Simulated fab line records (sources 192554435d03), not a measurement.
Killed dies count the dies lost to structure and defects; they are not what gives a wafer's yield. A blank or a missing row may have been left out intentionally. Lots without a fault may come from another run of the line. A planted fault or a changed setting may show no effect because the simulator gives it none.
Lot-split experiment + flow n5 finfet + route with 1938 steps; 7 lots, 39 wafers read

== ON THE SPLIT ==
At N5_BEOL_M8_VIA_ETCH_34 (etches SiCOH lowk in C4F6/O2, target depth 125.5 nm, time 50.5 s), the setting target depth a was moved away from the recipe's 1255 angstrom on 12 of the 39 wafers read, by -50.7% to +51.4%. This setting was run at the recipe's value on the other wafers.

The split's own step is where the reading is taken.

== THE READING ==
SOC_of_BEOL_M8_COAT_63.thk nm (the simulator's own value, which no gauge read), in nm, at N5_BEOL_M8_VIA_ETCH_34 (etches SiCOH lowk in C4F6/O2, target depth 125.5 nm, time 50.5 s). The file gives no usual value for it. The 27 wafers here that ran the recipe average 53.9 nm, standard deviation 0.23 nm.

| wafer  | tool, chamber at the split | target depth a as run, angstrom | against the recipe | SOC_of_BEOL_M8_COAT_63.thk nm, nm | against lot-mates on the recipe |
|--------|----------------------------|---------------------------------|--------------------|-----------------------------------|---------------------------------|
| L076.2 | rie diel-02, 1             | 1255                            | recipe             | 53.8                              | -                               |
| L076.4 | rie diel-02, 2             | 1255                            | recipe             | 54.2                              | -                               |
| L076.6 | rie diel-02, 1             | 1255                            | recipe             | 54                                | -                               |
| L078.1 | rie diel-02, 1             | 912.7                           | -27.3%             | 55.6                              | +1.7                            |
| L078.2 | rie diel-02, 0             | 1255                            | recipe             | 53.8                              | -                               |
| L078.3 | rie diel-02, 2             | 912.7                           | -27.3%             | 55.6                              | +1.7                            |
| L078.4 | rie diel-02, 3             | 1255                            | recipe             | 53.8                              | -                               |
| L078.5 | rie diel-02, 2             | 1255                            | recipe             | 54.2                              | -                               |
| L078.6 | rie diel-02, 3             | 912.7                           | -27.3%             | 55.6                              | +1.7                            |
| L083.1 | rie diel-02, 3             | 1255                            | recipe             | 53.6                              | -                               |
| L083.2 | rie diel-02, 0             | 1255                            | recipe             | 53.8                              | -                               |
| L083.3 | rie diel-02, 1             | 1255                            | recipe             | 54                                | -                               |
| L083.4 | rie diel-02, 2             | 1255                            | recipe             | 53.8                              | -                               |
| L083.5 | rie diel-02, 2             | 1255                            | recipe             | 53.8                              | -                               |
| L083.6 | rie diel-02, 3             | 1255                            | recipe             | 53.8                              | -                               |
| L085.1 | rie diel-03, 1             | 1900                            | +51.4%             | 50.6                              | -3.5                            |
| L085.2 | rie diel-03, 0             | 1900                            | +51.4%             | 51.2                              | -2.9                            |
| L085.3 | rie diel-03, 2             | 1255                            | recipe             | 54.2                              | -                               |
| L085.4 | rie diel-03, 3             | 1255                            | recipe             | 54.2                              | -                               |
| L085.5 | rie diel-03, 3             | 1255                            | recipe             | 54                                | -                               |
| L085.6 | rie diel-03, 0             | 1900                            | +51.4%             | 51                                | -3.1                            |
| L090.1 | rie diel-04, 1             | 1255                            | recipe             | 54.2                              | -                               |
| L090.2 | rie diel-04, 3             | 1255                            | recipe             | 54.2                              | -                               |
| L090.3 | rie diel-04, 0             | 1255                            | recipe             | 54                                | -                               |
| L090.4 | rie diel-04, 2             | 1255                            | recipe             | 54.2                              | -                               |
| L090.5 | rie diel-04, 0             | 1255                            | recipe             | 53.8                              | -                               |
| L090.6 | rie diel-04, 3             | 1255                            | recipe             | 54.4                              | -                               |
| L091.1 | rie diel-04, 0             | 618.4                           | -50.7%             | 57                                | +3.0                            |
| L091.2 | rie diel-04, 2             | 1255                            | recipe             | 54                                | -                               |
| L091.3 | rie diel-04, 1             | 1255                            | recipe             | 54                                | -                               |
| L091.4 | rie diel-04, 3             | 618.4                           | -50.7%             | 57                                | +3.0                            |
| L091.5 | rie diel-04, 2             | 618.4                           | -50.7%             | 57                                | +3.0                            |
| L091.6 | rie diel-04, 1             | 1255                            | recipe             | 54                                | -                               |
| L095.1 | rie diel-04, 3             | 1255                            | recipe             | 53.8                              | -                               |
| L095.2 | rie diel-04, 2             | 1531                            | +22.0%             | 52.4                              | -1.2                            |
| L095.3 | rie diel-04, 1             | 1531                            | +22.0%             | 52.4                              | -1.2                            |
| L095.4 | rie diel-04, 0             | 1531                            | +22.0%             | 52                                | -1.6                            |
| L095.5 | rie diel-04, 2             | 1255                            | recipe             | 53.4                              | -                               |
| L095.6 | rie diel-04, 1             | 1255                            | recipe             | 53.6                              | -                               |

THE FIT
A straight line over all 39 wafers: SOC_of_BEOL_M8_COAT_63.thk nm changes by -0.0608 nm for each +1% of target depth a; r = -0.99; the points scatter about the line by 0.24 nm.
The same after taking each lot's own level away (the mean of its wafers on the recipe; 39 wafers): -0.0608 nm for each +1%; r = -0.99; scatter 0.16 nm.
That fit puts the effect of the largest move of target depth a on the reading at 3.1 nm.
From 53.60 to 54.13 nm: that is the span of the lots' own levels, equal to 2.3 times the standard deviation above.
Hence the lot-to-lot level has little effect on the slope; both slopes agree.
Check: -3.06 nm against its lot-mates is what the line predicts for one of the wafers moved furthest among these (+51.4%) when that wafer is left out of the fit. Against them it came out at -3.53 nm.

== OTHER SPLITS APPLIED TO THESE WAFERS ==
These wafers also went through other splits before the reading. Each is held against what the fit with the lots' levels taken away leaves over:
| other split on the same wafers         | wafers away from the commonest value | r with SOC_of_BEOL_M8_COAT_63.thk nm (lot level and that fit taken away) |
|----------------------------------------|--------------------------------------|--------------------------------------------------------------------------|
| N5_SD_EPI_N_ETCH_45 target depth a     | 18                                   | +0.01                                                                    |
| N5_MOL_CONTACT_COAG_ALD_131 ald cycles | 15                                   | -0.05                                                                    |
| N5_BEOL_M4_DESCUM_16 time s            | 18                                   | +0.13                                                                    |
| N5_BEOL_M6_ILD_DEP_00 target thk a     | 6                                    | -0.01                                                                    |

== THE WHOLE CHAIN: every reading that the file lists as answering this split, in the file's order ==
| step                   | what it does                                                     | reading                                                                        | change (the file's fit)                | r (the file's) |
|------------------------|------------------------------------------------------------------|--------------------------------------------------------------------------------|----------------------------------------|----------------|
| N5_BEOL_M8_VIA_ETCH_34 | etches SiCOH lowk in C4F6/O2, target depth 125.5 nm, time 50.5 s | etch.depth nm (the simulator's own value, which no gauge read)                 | +1.25 nm for each +1% of the setting   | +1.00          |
| N5_BEOL_M8_VIA_ETCH_34 | etches SiCOH lowk in C4F6/O2, target depth 125.5 nm, time 50.5 s | SOC_of_BEOL_M8_COAT_63.thk nm (the simulator's own value, which no gauge read) | -0.0608 nm for each +1% of the setting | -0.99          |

== THE FILE'S OWN FIT ==
SOC_of_BEOL_M8_COAT_63.thk nm changes by -0.0608 nm for each +1% of target depth a, r = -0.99.
